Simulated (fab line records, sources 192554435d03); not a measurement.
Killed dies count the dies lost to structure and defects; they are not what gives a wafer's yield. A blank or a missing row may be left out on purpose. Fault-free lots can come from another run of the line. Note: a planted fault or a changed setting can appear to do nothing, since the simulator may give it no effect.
Split-lot experiment | flow n5Finfet | 39 wafers read across 7 lots, on a route 1938 steps long

== THE SPLIT ITSELF ==
At N5_BEOL_M0_SAQP_PECVD_96 (deposits a-Si from SiH4/He, target thk 45 nm, time 45.2 s), the setting timeS was moved away from the recipe's 45.2 s on 9 of the 39 wafers read, by -50.2% to +33.7%. For the rest of the wafers, this setting stayed at what the recipe calls for.

== FROM THE SPLIT TO THE READING: what the file shows between them, 4 steps ==
- N5_BEOL_M0_SAQP_PECVD_97: deposits SiNx from SiH4/NH3/N2, target thk 23 nm, time 19.9 s
- N5_BEOL_M0_SAQP_PECVD_04: deposits a-Si from SiH4/He, target thk 60 nm, time 60.2 s
- N5_BEOL_M0_SAQP_ETCH_101: etches SiNx in CH3F/O2, target depth 29.9 nm, time 42.7 s
- N5_BEOL_M0_SAQP_ETCH_102: etches SiO2 in CF4, target depth 4 nm, time 4.4 s

== THE READING ==
oesProductAu, in a.u., at N5_BEOL_M0_SAQP_MANDREL_ETCH_103 (etches a-Si in HBr/Cl2, stops on SiCN, target depth 45 nm, bt time 10 s, time 27 s). Fault-free wafers of this fab line usually give 0.685 a.u., standard deviation 0.011 a.u.

wafer  | tool, chamber at the split | timeS as run, s | against the recipe | oesProductAu, a.u. | against lot-mates on the recipe
L079.1 | pecvd-02, 2                | 45.2            | recipe             | 0.686              | -
L079.2 | pecvd-02, 1                | 60.41           | +33.7%             | 0.835              | +0.144
L079.3 | pecvd-02, 0                | 60.41           | +33.7%             | 0.837              | +0.146
L079.4 | pecvd-02, 1                | 60.41           | +33.7%             | 0.811              | +0.120
L079.5 | pecvd-02, 0                | 45.2            | recipe             | 0.683              | -
L079.6 | pecvd-02, 2                | 45.2            | recipe             | 0.703              | -
L084.1 | pecvd-03, 2,1              | 34.76           | -23.1%             | 0.586              | -0.092
L084.2 | pecvd-03, 0                | 45.2            | recipe             | 0.672              | -
L084.3 | pecvd-03, 2,1              | 34.76           | -23.1%             | 0.581              | -0.097
L084.4 | pecvd-03, 1                | 34.76           | -23.1%             | 0.585              | -0.093
L084.5 | pecvd-03, 2                | 45.2            | recipe             | 0.675              | -
L084.6 | pecvd-03, 0                | 45.2            | recipe             | 0.688              | -
L085.1 | pecvd-01, 0                | 22.53           | -50.2%             | 0.478              | -0.196
L085.2 | pecvd-01, 2                | 45.2            | recipe             | 0.684              | -
L085.3 | pecvd-01, 1                | 45.2            | recipe             | 0.664              | -
L085.4 | pecvd-01, 0                | 22.53           | -50.2%             | 0.490              | -0.184
L085.5 | pecvd-01, 1                | 45.2            | recipe             | 0.674              | -
L085.6 | pecvd-01, 2                | 22.53           | -50.2%             | 0.487              | -0.187
L092.1 | pecvd-02, 2                | 45.2            | recipe             | 0.684              | -
L092.2 | pecvd-02, 1                | 45.2            | recipe             | 0.672              | -
L092.3 | pecvd-02, 0                | 45.2            | recipe             | 0.697              | -
L092.4 | pecvd-02, 0                | 45.2            | recipe             | 0.676              | -
L092.5 | pecvd-02, 2,1              | 45.2            | recipe             | 0.687              | -
L092.6 | pecvd-02, 2,1              | 45.2            | recipe             | 0.676              | -
L094.1 | pecvd-03, 0,1              | 45.2            | recipe             | 0.696              | -
L094.2 | pecvd-03, 0,1              | 45.2            | recipe             | 0.667              | -
L094.3 | pecvd-03, 2,1              | 45.2            | recipe             | 0.680              | -
L094.4 | pecvd-03, 2                | 45.2            | recipe             | 0.689              | -
L094.5 | pecvd-03, 0                | 45.2            | recipe             | 0.697              | -
L094.6 | pecvd-03, 2,1              | 45.2            | recipe             | 0.682              | -
L095.1 | pecvd-01, 1,0              | 45.2            | recipe             | 0.677              | -
L095.2 | pecvd-01, 0                | 45.2            | recipe             | 0.689              | -
L095.3 | pecvd-01, 1,0              | 45.2            | recipe             | 0.702              | -
L095.4 | pecvd-01, 1,0              | 45.2            | recipe             | 0.689              | -
L095.5 | pecvd-01, 1,0              | 45.2            | recipe             | 0.694              | -
L095.6 | pecvd-01, 1                | 45.2            | recipe             | 0.703              | -
L097.1 | pecvd-03, 1                | 45.2            | recipe             | 0.696              | -
L097.2 | pecvd-03, 2                | 45.2            | recipe             | 0.692              | -
L097.5 | pecvd-03, 0                | 45.2            | recipe             | 0.701              | -
When a row names more than one chamber, that row covers several wafers, and the file does not tell which wafer ran in which chamber.

FIT RESULTS
A straight line over all 39 wafers: oesProductAu changes by +0.00411 a.u. for each +1% of timeS; r = +0.99; the points scatter about the line by 0.011 a.u.
The same after taking each lot's own level away (the mean of its wafers on the recipe; 39 wafers): +0.0039 a.u. for each +1%; r = +0.99; scatter 0.0089 a.u.
Per that fit: largest timeS move, reading shift of 0.2 a.u.
Across the lots, their own levels run from 0.6740 to 0.6963 a.u., a range of 2.0 times the standard deviation given above.
The two slopes are in agreement: the lot-to-lot level therefore moves the slope only a little.
Check: with one of the wafers moved furthest among these (-50.2%) left out of the fit, the line predicts -0.195 a.u. for it against its lot-mates. Against them it came out at -0.196 a.u.

== THE OTHER SPLITS THESE WAFERS WENT THROUGH ==
Other splits were also applied to these wafers ahead of the reading. Each is held against what the fit with the lots' levels taken away leaves over:
other split on the same wafers             | wafers away from the commonest value | r with oesProductAu (lot level and that fit taken away)
N5_FIN_SAQP_HM_DEP_03 timeS                | 12                                   | +0.00
N5_STI_FIN_REVEAL_ETCHBACK_08 targetDepthA | 12                                   | +0.05
N5_SD_EPI_N_ETCH_45 targetDepthA           | 12                                   | -0.03
N5_MOL_CONTACT_COAG_SPUTTER_143 targetThkA | 12                                   | +0.02

== THE WHOLE CHAIN: every reading that the file lists as answering this split, in the file's order ==
step                             | what it does                                                                       | reading                                                                              | change (the file's fit)                   | r (the file's)
N5_BEOL_M0_SAQP_PECVD_96         | deposits a-Si from SiH4/He, target thk 45 nm, time 45.2 s                          | a-Si_of_BEOL_M0_SAQP_PECVD_96.thkNm (the simulator's own value, which no gauge read) | +0.449 nm for each +1% of the setting     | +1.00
N5_BEOL_M0_SAQP_MANDREL_ETCH_103 | etches a-Si in HBr/Cl2, stops on SiCN, target depth 45 nm, bt time 10 s, time 27 s | oesProductAu                                                                         | +0.00389 a.u. for each +1% of the setting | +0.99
N5_BEOL_M0_SAQP_MANDREL_ETCH_103 | etches a-Si in HBr/Cl2, stops on SiCN, target depth 45 nm, bt time 10 s, time 27 s | etch.depthNm (the simulator's own value, which no gauge read)                        | +0.448 nm for each +1% of the setting     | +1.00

== FILE'S OWN FIT ==
oesProductAu changes by +0.00389 a.u. for each +1% of timeS, r = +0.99.
